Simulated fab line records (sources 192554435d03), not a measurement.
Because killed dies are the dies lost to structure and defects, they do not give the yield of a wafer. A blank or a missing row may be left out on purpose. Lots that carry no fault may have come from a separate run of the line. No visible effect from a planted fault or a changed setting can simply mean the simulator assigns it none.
fab line records :: flow n5-finfet
record
  lots=7
  wafers=21
  last-day=17
route steps=1938 shown START@1 ZERO_LAYER@2 BEOL_M4@1111 PASSIVATION@1936
lots that met no fault: from a run of the same line without faults
start-h: hours from the record's first day to the start of the lot's first wafer shown :: wait-h: time in hours since the lot's previous step :: " repeats the value in the row above :: L1.1+2: several wafers, shown together as one row :: - no value, or no start was given :: * or withheld: withheld :: < > ~ a bound
route shown NAME@n: NAME is a module with steps in the file, n the number in the route of the first one :: usual: mean and standard deviation over wafers with no fault :: same: alike in all rows :: chamber/n: place in a boat :: sites: each site's reading :: _std_site: the standard deviation of these :: _edge_site: outer sites' mean less inner sites' :: radius-mm: how far each site lies from the wafer's centre :: mask NAME#n: copy n :: behind: the last tool/chamber to shape the wafer :: hold: cause of the lot's hold/its duration in hours/its outcome :: device: the transistor (n, p or np) that didn't switch :: end of line: at the end of the route, the tests of the same wafers :: for a step that has no rows: nothing shown but its recipe :: killed: at the first sort, the dies lost to defects and structure; wafer yield is something else :: map: shows each die of a wafer: x if killed, . if not, _ if none is there
set.NAME: setting as actually run; set.NAME@STEP: the setting as run at that earlier step :: model.NAME: the simulator's own value behind a step, which no gauge read
lots at some steps of the route; a table a step, a row a wafer
services: a tool's chamber out of use, with start hour (start-h, from the record's first day; less than 0 if before it), hours out, and reason
## steps
# step N5_START_INSPECT_01
# recipe
  inspect-instrument=unpatterned-scan
  mode=incoming
# usual
  raw-defect-count=5.6/2.3
lot.wafer: L322.1
tool: defect-inspect-01
chamber: -
start-h: 24.03
wait-h: -
raw-defect-count: 6

lot.wafer: L322.4
tool: defect-inspect-01
chamber: -
start-h: 24.03
wait-h: -
raw-defect-count: 4

lot.wafer: L322.6
tool: defect-inspect-01
chamber: -
start-h: 24.03
wait-h: -
raw-defect-count: 5

lot.wafer: L328.3
tool: defect-inspect-01
chamber: -
start-h: 60.03
wait-h: -
raw-defect-count: 5

lot.wafer: L328.5
tool: defect-inspect-01
chamber: -
start-h: 60.03
wait-h: -
raw-defect-count: 6

lot.wafer: L328.6
tool: defect-inspect-01
chamber: -
start-h: 60.03
wait-h: -
raw-defect-count: 2

lot.wafer: L334.3
tool: defect-inspect-01
chamber: -
start-h: 96.03
wait-h: -
raw-defect-count: 5

lot.wafer: L334.5
tool: defect-inspect-01
chamber: -
start-h: 96.03
wait-h: -
raw-defect-count: 3

lot.wafer: L334.6
tool: defect-inspect-01
chamber: -
start-h: 96.03
wait-h: -
raw-defect-count: 5

lot.wafer: L335.1
tool: defect-inspect-02
chamber: -
start-h: 102.03
wait-h: -
raw-defect-count: 9

lot.wafer: L335.3
tool: defect-inspect-02
chamber: -
start-h: 102.03
wait-h: -
raw-defect-count: 4

lot.wafer: L335.6
tool: defect-inspect-02
chamber: -
start-h: 102.03
wait-h: -
raw-defect-count: 1

lot.wafer: L336.2
tool: defect-inspect-01
chamber: -
start-h: 108.03
wait-h: -
raw-defect-count: 5

lot.wafer: L336.3
tool: defect-inspect-01
chamber: -
start-h: 108.03
wait-h: -
raw-defect-count: 6

lot.wafer: L336.5
tool: defect-inspect-01
chamber: -
start-h: 108.03
wait-h: -
raw-defect-count: 4

lot.wafer: L337.3
tool: defect-inspect-02
chamber: -
start-h: 114.03
wait-h: -
raw-defect-count: 5

lot.wafer: L337.5
tool: defect-inspect-02
chamber: -
start-h: 114.03
wait-h: -
raw-defect-count: 9

lot.wafer: L337.6
tool: defect-inspect-02
chamber: -
start-h: 114.03
wait-h: -
raw-defect-count: 6

lot.wafer: L342.3
tool: defect-inspect-01
chamber: -
start-h: 144.03
wait-h: -
raw-defect-count: 8

lot.wafer: L342.5
tool: defect-inspect-01
chamber: -
start-h: 144.03
wait-h: -
raw-defect-count: 10

lot.wafer: L342.6
tool: defect-inspect-01
chamber: -
start-h: 144.03
wait-h: -
raw-defect-count: 9
# step N5_ZERO_LAYER_PRECLEAN_00
# recipe
  chemistry=SPM
  time-s=600
  temp-c=120
  mix=4:1
# step N5_ZERO_LAYER_SRD_01
# recipe
  time-s=30
  temp-c=23
  rinse-liquid=diw
  dry=n2-spin
  spin-rpm=1500
  dry-time-s=30
# step N5_ZERO_LAYER_PECVD_02
# recipe
  material=SiO2
  target-thk-a=100
  temp-c=400
  precursor=SiH4/N2O
  pressure-torr=0.75
  rf-w=275
  time-s=6
# usual
  heater-power-w=829/120
  showerhead-plenum-p-Torr=8.14/0.14
  susceptor-temp-C=400.01/0.21
lot.wafer: L322.1
tool: pecvd-01
chamber: 2
start-h: 24.29
wait-h: 0.0
heater-power-w: 803
showerhead-plenum-p-Torr: 8.26
susceptor-temp-C: 400.24
model.SiO2_of_ZERO_LAYER_PECVD_02.thk-nm: 9.812

lot.wafer: L322.4
tool: pecvd-01
chamber: 1
start-h: 24.29
wait-h: 0.0
heater-power-w: 708
showerhead-plenum-p-Torr: 8.33
susceptor-temp-C: 399.94
model.SiO2_of_ZERO_LAYER_PECVD_02.thk-nm: 9.961

lot.wafer: L322.6
tool: pecvd-01
chamber: 2
start-h: 24.29
wait-h: 0.0
heater-power-w: 805
showerhead-plenum-p-Torr: 8.29
susceptor-temp-C: 399.95
model.SiO2_of_ZERO_LAYER_PECVD_02.thk-nm: 9.901

lot.wafer: L328.3
tool: pecvd-03
chamber: 1
start-h: 60.28
wait-h: 0.0
heater-power-w: 925
showerhead-plenum-p-Torr: 8.01
susceptor-temp-C: 399.81
model.SiO2_of_ZERO_LAYER_PECVD_02.thk-nm: 9.66

lot.wafer: L328.5
tool: pecvd-03
chamber: 0
start-h: 60.28
wait-h: 0.0
heater-power-w: 786
showerhead-plenum-p-Torr: 8.25
susceptor-temp-C: 399.60
model.SiO2_of_ZERO_LAYER_PECVD_02.thk-nm: 10.05

lot.wafer: L328.6
tool: pecvd-03
chamber: 1
start-h: 60.28
wait-h: 0.0
heater-power-w: 911
showerhead-plenum-p-Torr: 8.01
susceptor-temp-C: 399.70
model.SiO2_of_ZERO_LAYER_PECVD_02.thk-nm: 9.833

lot.wafer: L334.3
tool: pecvd-03
chamber: 2
start-h: 96.28
wait-h: 0.0
heater-power-w: 842
showerhead-plenum-p-Torr: 8.01
susceptor-temp-C: 399.91
model.SiO2_of_ZERO_LAYER_PECVD_02.thk-nm: 9.893

lot.wafer: L334.5
tool: pecvd-03
chamber: 1
start-h: 96.28
wait-h: 0.0
heater-power-w: 876
showerhead-plenum-p-Torr: 8.04
susceptor-temp-C: 400.08
model.SiO2_of_ZERO_LAYER_PECVD_02.thk-nm: 9.829

lot.wafer: L334.6
tool: pecvd-03
chamber: 0
start-h: 96.28
wait-h: 0.0
heater-power-w: 786
showerhead-plenum-p-Torr: 8.24
susceptor-temp-C: -
model.SiO2_of_ZERO_LAYER_PECVD_02.thk-nm: 8.519

lot.wafer: L335.1
tool: pecvd-04
chamber: 0
start-h: 102.28
wait-h: 0.0
heater-power-w: 1013
showerhead-plenum-p-Torr: 8.10
susceptor-temp-C: 400.00
model.SiO2_of_ZERO_LAYER_PECVD_02.thk-nm: 9.835

lot.wafer: L335.3
tool: pecvd-04
chamber: 2
start-h: 102.28
wait-h: 0.0
heater-power-w: 919
showerhead-plenum-p-Torr: 8.41
susceptor-temp-C: 400.00
model.SiO2_of_ZERO_LAYER_PECVD_02.thk-nm: 9.989

lot.wafer: L335.6
tool: pecvd-04
chamber: 0
start-h: 102.28
wait-h: 0.0
heater-power-w: 994
showerhead-plenum-p-Torr: 8.10
susceptor-temp-C: 400.13
model.SiO2_of_ZERO_LAYER_PECVD_02.thk-nm: 9.764

lot.wafer: L336.2
tool: pecvd-03
chamber: 2
start-h: 108.28
wait-h: 0.0
heater-power-w: 722
showerhead-plenum-p-Torr: 8.01
susceptor-temp-C: -
model.SiO2_of_ZERO_LAYER_PECVD_02.thk-nm: 8.883

lot.wafer: L336.3
tool: pecvd-03
chamber: 0
start-h: 108.28
wait-h: 0.0
heater-power-w: 848
showerhead-plenum-p-Torr: 8.28
susceptor-temp-C: 400.32
model.SiO2_of_ZERO_LAYER_PECVD_02.thk-nm: 9.725

lot.wafer: L336.5
tool: pecvd-03
chamber: 0
start-h: 108.28
wait-h: 0.0
heater-power-w: 804
showerhead-plenum-p-Torr: 8.23
susceptor-temp-C: 400.05
model.SiO2_of_ZERO_LAYER_PECVD_02.thk-nm: 9.978

lot.wafer: L337.3
tool: pecvd-03
chamber: 1
start-h: 114.28
wait-h: 0.0
heater-power-w: 892
showerhead-plenum-p-Torr: 8.04
susceptor-temp-C: 400.09
model.SiO2_of_ZERO_LAYER_PECVD_02.thk-nm: 9.761

lot.wafer: L337.5
tool: pecvd-03
chamber: 0
start-h: 114.28
wait-h: 0.0
heater-power-w: 891
showerhead-plenum-p-Torr: 8.25
susceptor-temp-C: 400.18
model.SiO2_of_ZERO_LAYER_PECVD_02.thk-nm: 9.918

lot.wafer: L337.6
tool: pecvd-03
chamber: 1
start-h: 114.28
wait-h: 0.0
heater-power-w: 922
showerhead-plenum-p-Torr: 8.02
susceptor-temp-C: -
model.SiO2_of_ZERO_LAYER_PECVD_02.thk-nm: 8.642

lot.wafer: L342.3
tool: pecvd-01
chamber: 2
start-h: 144.28
wait-h: 0.0
heater-power-w: 831
showerhead-plenum-p-Torr: 8.28
susceptor-temp-C: 400.24
model.SiO2_of_ZERO_LAYER_PECVD_02.thk-nm: 9.806

lot.wafer: L342.5
tool: pecvd-01
chamber: 1
start-h: 144.28
wait-h: 0.0
heater-power-w: 709
showerhead-plenum-p-Torr: 8.33
susceptor-temp-C: 400.02
model.SiO2_of_ZERO_LAYER_PECVD_02.thk-nm: 9.79

lot.wafer: L342.6
tool: pecvd-01
chamber: 0
start-h: 144.28
wait-h: 0.0
heater-power-w: 566
showerhead-plenum-p-Torr: 7.99
susceptor-temp-C: 400.29
model.SiO2_of_ZERO_LAYER_PECVD_02.thk-nm: 10.17
# step N5_ZERO_LAYER_HMDS_04
# recipe
  time-s=60
  temp-c=120
# step N5_BEOL_M4_RC_MEAS_101
# usual
  DIBL_N=36.3/1.7
  DIBL_P=36.0/1.9
  IOFF_N=0.156/0.028
  IOFF_P=0.21/0.036
  ION_N=675/11
  ION_P=463/7.8
  SS_N=71.6/0.59
  SS_P=73.2/0.63
  VT_N=250/3.1
  VT_P=-251/3.4
lot.wafer: L322.1
tool: prober-01
chamber: 0
start-h: 175.31
wait-h: 0.0
DIBL_N[mV/V]: 36.7
DIBL_P[mV/V]: 36.8
IOFF_N[nA/um]: 0.170
IOFF_P[nA/um]: 0.22
ION_N[uA/um]: 666
ION_P[uA/um]: 459
SS_N[mV/dec]: 72.7
SS_P[mV/dec]: 73.6
VT_N[mV]: 250
VT_P[mV]: -250

lot.wafer: L322.4
tool: prober-01
chamber: 0
start-h: 175.31
wait-h: 0.0
DIBL_N[mV/V]: 35.6
DIBL_P[mV/V]: 35.7
IOFF_N[nA/um]: 0.141
IOFF_P[nA/um]: 0.20
ION_N[uA/um]: 663
ION_P[uA/um]: 459
SS_N[mV/dec]: 71.8
SS_P[mV/dec]: 73.7
VT_N[mV]: 249
VT_P[mV]: -252

lot.wafer: L322.6
tool: prober-01
chamber: 0
start-h: 175.31
wait-h: 0.0
DIBL_N[mV/V]: 37.9
DIBL_P[mV/V]: 37.3
IOFF_N[nA/um]: 0.186
IOFF_P[nA/um]: 0.23
ION_N[uA/um]: 663
ION_P[uA/um]: 457
SS_N[mV/dec]: 73.1
SS_P[mV/dec]: 73.9
VT_N[mV]: 251
VT_P[mV]: -252

lot.wafer: L328.3
tool: prober-02
chamber: 0
start-h: 204.98
wait-h: 0.3
DIBL_N[mV/V]: 36.6
DIBL_P[mV/V]: 37.1
IOFF_N[nA/um]: 0.172
IOFF_P[nA/um]: 0.22
ION_N[uA/um]: 694
ION_P[uA/um]: 474
SS_N[mV/dec]: 71.5
SS_P[mV/dec]: 73.4
VT_N[mV]: 248
VT_P[mV]: -250

lot.wafer: L328.5
tool: prober-02
chamber: 0
start-h: 204.98
wait-h: 0.3
DIBL_N[mV/V]: 35.8
DIBL_P[mV/V]: 34.4
IOFF_N[nA/um]: 0.153
IOFF_P[nA/um]: 0.18
ION_N[uA/um]: 661
ION_P[uA/um]: 454
SS_N[mV/dec]: 72.0
SS_P[mV/dec]: 72.6
VT_N[mV]: 247
VT_P[mV]: -251

lot.wafer: L328.6
tool: prober-02
chamber: 0
start-h: 204.98
wait-h: 0.3
DIBL_N[mV/V]: 34.4
DIBL_P[mV/V]: 34.1
IOFF_N[nA/um]: 0.126
IOFF_P[nA/um]: 0.17
ION_N[uA/um]: 668
ION_P[uA/um]: 454
SS_N[mV/dec]: 71.3
SS_P[mV/dec]: 73.1
VT_N[mV]: 252
VT_P[mV]: -255

lot.wafer: L334.3
tool: prober-02
chamber: 0
start-h: 248.62
wait-h: 0.3
DIBL_N[mV/V]: 35.5
DIBL_P[mV/V]: 36.9
IOFF_N[nA/um]: 0.142
IOFF_P[nA/um]: 0.18
ION_N[uA/um]: 672
ION_P[uA/um]: 455
SS_N[mV/dec]: 71.6
SS_P[mV/dec]: 72.8
VT_N[mV]: 254
VT_P[mV]: -253

lot.wafer: L334.5
tool: prober-02
chamber: 0
start-h: 248.62
wait-h: 0.3
DIBL_N[mV/V]: 36.5
DIBL_P[mV/V]: 37.8
IOFF_N[nA/um]: 0.150
IOFF_P[nA/um]: 0.19
ION_N[uA/um]: 669
ION_P[uA/um]: 459
SS_N[mV/dec]: 71.2
SS_P[mV/dec]: 74.1
VT_N[mV]: 255
VT_P[mV]: -253

lot.wafer: L334.6
tool: prober-02
chamber: 0
start-h: 248.62
wait-h: 0.3
DIBL_N[mV/V]: 38.2
DIBL_P[mV/V]: 39.8
IOFF_N[nA/um]: 0.207
IOFF_P[nA/um]: 0.23
ION_N[uA/um]: 685
ION_P[uA/um]: 463
SS_N[mV/dec]: 72.4
SS_P[mV/dec]: 73.4
VT_N[mV]: 248
VT_P[mV]: -250

lot.wafer: L335.1
tool: prober-01
chamber: 0
start-h: 253.24
wait-h: 0.0
DIBL_N[mV/V]: 34.6
DIBL_P[mV/V]: 36.1
IOFF_N[nA/um]: 0.132
IOFF_P[nA/um]: 0.21
ION_N[uA/um]: 674
ION_P[uA/um]: 471
SS_N[mV/dec]: 70.6
SS_P[mV/dec]: 72.9
VT_N[mV]: 252
VT_P[mV]: -249

lot.wafer: L335.3
tool: prober-01
chamber: 0
start-h: 253.24
wait-h: 0.0
DIBL_N[mV/V]: 35.7
DIBL_P[mV/V]: 36.8
IOFF_N[nA/um]: 0.150
IOFF_P[nA/um]: 0.23
ION_N[uA/um]: 666
ION_P[uA/um]: 463
SS_N[mV/dec]: 71.8
SS_P[mV/dec]: 73.9
VT_N[mV]: 249
VT_P[mV]: -247

lot.wafer: L335.6
tool: prober-01
chamber: 0
start-h: 253.24
wait-h: 0.0
DIBL_N[mV/V]: 35.8
DIBL_P[mV/V]: 36.9
IOFF_N[nA/um]: 0.147
IOFF_P[nA/um]: 0.23
ION_N[uA/um]: 673
ION_P[uA/um]: 466
SS_N[mV/dec]: 72.2
SS_P[mV/dec]: 73.7
VT_N[mV]: 249
VT_P[mV]: -244

lot.wafer: L336.2
tool: prober-01
chamber: 0
start-h: 255.62
wait-h: 0.2
DIBL_N[mV/V]: 38.4
DIBL_P[mV/V]: 38.6
IOFF_N[nA/um]: 0.161
IOFF_P[nA/um]: 0.19
ION_N[uA/um]: 671
ION_P[uA/um]: 458
SS_N[mV/dec]: 71.0
SS_P[mV/dec]: 72.9
VT_N[mV]: 250
VT_P[mV]: -255

lot.wafer: L336.3
tool: prober-01
chamber: 0
start-h: 255.62
wait-h: 0.2
DIBL_N[mV/V]: 38.3
DIBL_P[mV/V]: 38.9
IOFF_N[nA/um]: 0.166
IOFF_P[nA/um]: 0.20
ION_N[uA/um]: 677
ION_P[uA/um]: 467
SS_N[mV/dec]: 72.4
SS_P[mV/dec]: 74.2
VT_N[mV]: 249
VT_P[mV]: -251

lot.wafer: L336.5
tool: prober-01
chamber: 0
start-h: 255.62
wait-h: 0.2
DIBL_N[mV/V]: 37.6
DIBL_P[mV/V]: 37.7
IOFF_N[nA/um]: 0.161
IOFF_P[nA/um]: 0.18
ION_N[uA/um]: 679
ION_P[uA/um]: 456
SS_N[mV/dec]: 71.7
SS_P[mV/dec]: 73.0
VT_N[mV]: 250
VT_P[mV]: -254

lot.wafer: L337.3
tool: prober-02
chamber: 0
start-h: 261.38
wait-h: 0.3
DIBL_N[mV/V]: 34.2
DIBL_P[mV/V]: 36.3
IOFF_N[nA/um]: 0.128
IOFF_P[nA/um]: 0.20
ION_N[uA/um]: 673
ION_P[uA/um]: 469
SS_N[mV/dec]: 71.2
SS_P[mV/dec]: 73.0
VT_N[mV]: 253
VT_P[mV]: -250

lot.wafer: L337.5
tool: prober-02
chamber: 0
start-h: 261.38
wait-h: 0.3
DIBL_N[mV/V]: 31.7
DIBL_P[mV/V]: 32.2
IOFF_N[nA/um]: 0.095
IOFF_P[nA/um]: 0.15
ION_N[uA/um]: 653
ION_P[uA/um]: 454
SS_N[mV/dec]: 70.3
SS_P[mV/dec]: 71.8
VT_N[mV]: 258
VT_P[mV]: -256

lot.wafer: L337.6
tool: prober-02
chamber: 0
start-h: 261.38
wait-h: 0.3
DIBL_N[mV/V]: 36.7
DIBL_P[mV/V]: 39.1
IOFF_N[nA/um]: 0.170
IOFF_P[nA/um]: 0.24
ION_N[uA/um]: 669
ION_P[uA/um]: 465
SS_N[mV/dec]: 72.0
SS_P[mV/dec]: 73.6
VT_N[mV]: 250
VT_P[mV]: -252

lot.wafer: L342.3
tool: prober-01
chamber: 0
start-h: 303.58
wait-h: 0.3
DIBL_N[mV/V]: 35.2
DIBL_P[mV/V]: 35.9
IOFF_N[nA/um]: 0.148
IOFF_P[nA/um]: 0.19
ION_N[uA/um]: 658
ION_P[uA/um]: 455
SS_N[mV/dec]: 71.5
SS_P[mV/dec]: 73.1
VT_N[mV]: 250
VT_P[mV]: -252

lot.wafer: L342.5
tool: prober-01
chamber: 0
start-h: 303.58
wait-h: 0.3
DIBL_N[mV/V]: 34.0
DIBL_P[mV/V]: 34.7
IOFF_N[nA/um]: 0.128
IOFF_P[nA/um]: 0.17
ION_N[uA/um]: 660
ION_P[uA/um]: 454
SS_N[mV/dec]: 71.1
SS_P[mV/dec]: 72.5
VT_N[mV]: 254
VT_P[mV]: -253

lot.wafer: L342.6
tool: prober-01
chamber: 0
start-h: 303.58
wait-h: 0.3
DIBL_N[mV/V]: 33.8
DIBL_P[mV/V]: 34.9
IOFF_N[nA/um]: 0.129
IOFF_P[nA/um]: 0.17
ION_N[uA/um]: 671
ION_P[uA/um]: 459
SS_N[mV/dec]: 71.4
SS_P[mV/dec]: 72.5
VT_N[mV]: 252
VT_P[mV]: -254
# step N5_PASSIVATION_PROBE_49
# usual
  defect-limited-yield=91.5/1.5
  killed_at_M0_to_M3=30/11
  killed_at_M4_up=13/4.9
  killed-at-contacts=14/6.5
  killed-at-front-end=40/11
  killed-at-other=3.3/2.7
  killed-dies=100/18
  killed-on-rim=13/3.8
  killed-open=67/14
  killed-short=32/7.8
  sort_bin_5_function=5.0/0.97
  sort_bin_6_memory=3.2/0.75
  sort-n-pass=1080/18
  sort-yield-pct=91.5/1.5
# same
  gross-dies=1180
  killed-at-back-side=0
  sort_bin_4_leakage[%]=0
  sort_bin_8_speed[%]=0
lot.wafer: L335.1
tool: prober-02
chamber: -
start-h: 365.92
wait-h: 0.0
defect-limited-yield[%]: 89.7
killed_at_M0_to_M3: 35
killed_at_M4_up: 9
killed-at-contacts: 13
killed-at-front-end: 60
killed-at-other: 4
killed-dies: 121
killed-on-rim: 14
killed-open: 77
killed-short: 43
sort_bin_5_function[%]: 5.4
sort_bin_6_memory[%]: 4.7
sort-n-pass: 1059
sort-yield-pct[%]: 89.7

lot.wafer: L335.3
tool: prober-02
chamber: -
start-h: 366.02
wait-h: 0.1
defect-limited-yield[%]: 91.7
killed_at_M0_to_M3: 39
killed_at_M4_up: 8
killed-at-contacts: 8
killed-at-front-end: 43
killed-at-other: 0
killed-dies: 98
killed-on-rim: 9
killed-open: 68
killed-short: 30
sort_bin_5_function[%]: 3.7
sort_bin_6_memory[%]: 4.3
sort-n-pass: 1082
sort-yield-pct[%]: 91.7

lot.wafer: L335.6
tool: prober-02
chamber: -
start-h: 366.17
wait-h: 0.3
defect-limited-yield[%]: 90.5
killed_at_M0_to_M3: 40
killed_at_M4_up: 10
killed-at-contacts: 28
killed-at-front-end: 31
killed-at-other: 3
killed-dies: 112
killed-on-rim: 15
killed-open: 79
killed-short: 33
sort_bin_5_function[%]: 5.1
sort_bin_6_memory[%]: 4.3
sort-n-pass: 1068
sort-yield-pct[%]: 90.5

lot.wafer: L337.6
tool: prober-01
chamber: -
start-h: 366.78
wait-h: 0.3
defect-limited-yield[%]: 92.8
killed_at_M0_to_M3: 17
killed_at_M4_up: 8
killed-at-contacts: 20
killed-at-front-end: 35
killed-at-other: 5
killed-dies: 85
killed-on-rim: 16
killed-open: 56
killed-short: 21
sort_bin_5_function[%]: 4.2
sort_bin_6_memory[%]: 2.2
sort-n-pass: 1095
sort-yield-pct[%]: 92.8

lot.wafer: L334.3
tool: prober-01
chamber: -
start-h: 369.11
wait-h: 0.1
defect-limited-yield[%]: 93.8
killed_at_M0_to_M3: 16
killed_at_M4_up: 11
killed-at-contacts: 8
killed-at-front-end: 36
killed-at-other: 2
killed-dies: 73
killed-on-rim: 12
killed-open: 37
killed-short: 34
sort_bin_5_function[%]: 3.5
sort_bin_6_memory[%]: 2.5
sort-n-pass: 1107
sort-yield-pct[%]: 93.8

lot.wafer: L334.5
tool: prober-01
chamber: -
start-h: 369.21
wait-h: 0.2
defect-limited-yield[%]: 90.7
killed_at_M0_to_M3: 26
killed_at_M4_up: 11
killed-at-contacts: 10
killed-at-front-end: 58
killed-at-other: 5
killed-dies: 110
killed-on-rim: 10
killed-open: 72
killed-short: 38
sort_bin_5_function[%]: 5.4
sort_bin_6_memory[%]: 3.4
sort-n-pass: 1070
sort-yield-pct[%]: 90.7

lot.wafer: L334.6
tool: prober-01
chamber: -
start-h: 369.26
wait-h: 0.3
defect-limited-yield[%]: 93.1
killed_at_M0_to_M3: 27
killed_at_M4_up: 8
killed-at-contacts: 9
killed-at-front-end: 38
killed-at-other: 0
killed-dies: 82
killed-on-rim: 6
killed-open: 57
killed-short: 24
sort_bin_5_function[%]: 3.8
sort_bin_6_memory[%]: 2.9
sort-n-pass: 1098
sort-yield-pct[%]: 93.1

lot.wafer: L336.2
tool: prober-02
chamber: -
start-h: 370.56
wait-h: 0.8
defect-limited-yield[%]: 89.4
killed_at_M0_to_M3: 39
killed_at_M4_up: 23
killed-at-contacts: 1
killed-at-front-end: 57
killed-at-other: 5
killed-dies: 125
killed-on-rim: 26
killed-open: 74
killed-short: 40
sort_bin_5_function[%]: 6.0
sort_bin_6_memory[%]: 3.4
sort-n-pass: 1055
sort-yield-pct[%]: 89.4

lot.wafer: L336.5
tool: prober-02
chamber: -
start-h: 370.71
wait-h: 1.0
defect-limited-yield[%]: 89.1
killed_at_M0_to_M3: 40
killed_at_M4_up: 16
killed-at-contacts: 6
killed-at-front-end: 63
killed-at-other: 4
killed-dies: 129
killed-on-rim: 17
killed-open: 72
killed-short: 45
sort_bin_5_function[%]: 6.5
sort_bin_6_memory[%]: 3.2
sort-n-pass: 1051
sort-yield-pct[%]: 89.1

lot.wafer: L342.3
tool: prober-02
chamber: -
start-h: 403.35
wait-h: 0.1
defect-limited-yield[%]: 88.1
killed_at_M0_to_M3: 65
killed_at_M4_up: 14
killed-at-contacts: 19
killed-at-front-end: 39
killed-at-other: 3
killed-dies: 140
killed-on-rim: 15
killed-open: 99
killed-short: 37
sort_bin_5_function[%]: 6.3
sort_bin_6_memory[%]: 5.1
sort-n-pass: 1040
sort-yield-pct[%]: 88.1

lot.wafer: L342.6
tool: prober-02
chamber: -
start-h: 403.50
wait-h: 0.3
defect-limited-yield[%]: 91.4
killed_at_M0_to_M3: 22
killed_at_M4_up: 18
killed-at-contacts: 10
killed-at-front-end: 42
killed-at-other: 10
killed-dies: 102
killed-on-rim: 9
killed-open: 58
killed-short: 36
sort_bin_5_function[%]: 4.1
sort_bin_6_memory[%]: 3.9
sort-n-pass: 1078
sort-yield-pct[%]: 91.4
# killed by level:class
L335.1 FIN_SAQP:geometric-particle:open=18 FIN_SAQP:geometric-particle:short=12 STI_FIN_REVEAL:geometric-particle:open=12 BEOL_M1:geometric-particle:open=10 MOL_CONTACT_COAG:geometric-particle:open=9 BEOL_M0_SAQP:geometric-particle:short=9 DUMMY_GATE:geometric-particle:open=5 MOL_CONTACT_COAG:geometric-particle:short=4
L335.3 FIN_SAQP:geometric-particle:open=18 BEOL_M0_SAQP:geometric-particle:open=11 FIN_SAQP:geometric-particle:short=9 BEOL_M2:geometric-particle:open=9 BEOL_M0_SAQP:geometric-particle:short=7 BEOL_M1:geometric-particle:open=6 MOL_CONTACT_COAG:geometric-particle:open=5 STI_FIN_REVEAL:geometric-particle:open=4
L335.6 MOL_CONTACT_COAG:geometric-particle:open=23 BEOL_M2:geometric-particle:open=10 FIN_SAQP:geometric-particle:open=9 BEOL_M0_SAQP:geometric-particle:open=7 FIN_SAQP:geometric-particle:short=6 MOL_CONTACT_COAG:geometric-particle:short=5 BEOL_M0_SAQP:geometric-particle:short=5 BEOL_M3:geometric-particle:open=5
L337.6 MOL_CONTACT_COAG:geometric-particle:open=17 HKMG_FIN:area-etch=8 DUMMY_GATE:geometric-particle:open=7 BEOL_M2:geometric-particle:open=6 FIN_SAQP:geometric-particle:short=5 BEOL_M3:geometric-particle:open=5 FIN_SAQP:geometric-particle:open=3 STI_FIN_REVEAL:geometric-particle:open=3
L334.3 FIN_SAQP:geometric-particle:short=10 STI_FIN_REVEAL:geometric-particle:open=6 BEOL_M0_SAQP:geometric-particle:short=6 MOL_CONTACT_COAG:geometric-particle:open=5 BEOL_M0_SAQP:geometric-particle:open=5 GATE_CUT:geometric-particle:short=4 FIN_SAQP:geometric-particle:open=3 GATE_CUT:geometric-particle:open=3
L334.5 STI_FIN_REVEAL:geometric-particle:open=20 FIN_SAQP:geometric-particle:open=13 BEOL_M0_SAQP:geometric-particle:short=9 MOL_CONTACT_COAG:geometric-particle:open=9 FIN_SAQP:geometric-particle:short=8 BEOL_M0_SAQP:geometric-particle:open=6 BEOL_M2:geometric-particle:open=5 MIM_TOP:geometric-particle:short=4
L334.6 STI_FIN_REVEAL:geometric-particle:open=8 BEOL_M3:geometric-particle:open=7 FIN_SAQP:geometric-particle:open=6 FIN_SAQP:geometric-particle:short=6 MOL_CONTACT_COAG:geometric-particle:open=6 DUMMY_GATE:geometric-particle:open=5 BEOL_M2:geometric-particle:open=5 GATE_CUT:geometric-particle:open=4
L336.2 FIN_SAQP:geometric-particle:short=16 BEOL_M4:geometric-particle:open=14 BEOL_M2:geometric-particle:open=10 HKMG_FIN:area-etch=10 STI_FIN_REVEAL:geometric-particle:open=8 BEOL_M1:geometric-particle:open=8 BEOL_M3:geometric-particle:open=6 FIN_SAQP:geometric-particle:open=5
L336.5 FIN_SAQP:geometric-particle:short=12 FIN_SAQP:geometric-particle:open=11 BEOL_M2:geometric-particle:open=10 HKMG_FIN:area-etch=10 BEOL_M3:geometric-particle:open=8 BEOL_M0_SAQP:geometric-particle:short=6 BEOL_M0_SAQP:geometric-particle:open=6 BEOL_M4:geometric-particle:open=6
L342.3 MOL_CONTACT_COAG:geometric-particle:open=16 BEOL_M3:geometric-particle:open=14 BEOL_M2:geometric-particle:open=13 BEOL_M0_SAQP:geometric-particle:open=12 BEOL_M0_SAQP:geometric-particle:short=9 BEOL_M1:geometric-particle:open=9 FIN_SAQP:geometric-particle:short=7 FIN_SAQP:geometric-particle:open=6
L342.6 FIN_SAQP:geometric-particle:short=12 BEOL_M5:geometric-particle:open=10 BEOL_M3:geometric-particle:open=8 MOL_CONTACT_COAG:geometric-particle:open=8 HKMG_FIN:area-etch=7 STI_FIN_REVEAL:geometric-particle:open=5 FIN_SAQP:geometric-particle:open=4 STARTING-WAFER:geometric-particle:short=4
## services
tool: pecvd-04
chamber: 1
start-h: 11.65
hours: 4.4
kind: repair

tool: pecvd-03
chamber: 2
start-h: 21.91
hours: 5.2
kind: repair

tool: pecvd-04
chamber: 1
start-h: 26.25
hours: 12.4
kind: repair

tool: pecvd-04
chamber: 2
start-h: 36.19
hours: 2.1
kind: scheduled-down

tool: pecvd-04
chamber: -
start-h: 50.34
hours: 2.4
kind: repair

tool: pecvd-01
chamber: 2
start-h: 57.48
hours: 5.5
kind: scheduled-down

tool: pecvd-01
chamber: -
start-h: 58.70
hours: 5.5
kind: pm

tool: pecvd-03
chamber: -
start-h: 61.32
hours: 3.0
kind: repair

tool: pecvd-04
chamber: 1
start-h: 74.00
hours: 4.6
kind: repair

tool: pecvd-01
chamber: -
start-h: 101.96
hours: 2.1
kind: repair
## key
first-sign none at tools or gauges
model-effect
  step=N5_ZERO_LAYER_PECVD_02
  value=SiO2_of_ZERO_LAYER_PECVD_02.thk-nm
  without=9.876
  struck=8.681
met-at N5_ZERO_LAYER_PECVD_02
struck-wafers L334.6,L336.2,L337.6
baseline-loss
  step=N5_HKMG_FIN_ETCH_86
  wafers=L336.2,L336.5
onset-between 60.28 96.28
fault
  kind=process-parameter-drift
  tool=pecvd-03
  chamber=-
  onset-h=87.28
  steps=N5_ZERO_LAYER_PECVD_02
  channel=time-s
  offset=*
  shape=step
  end-h=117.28
  scope=struck-wafers-only
  acts-in=*
  stated=*
# baseline-loss: these wafers lose ten dies or more at that step, a loss of the line's own and not of a fault; the sort's usual values leave them out
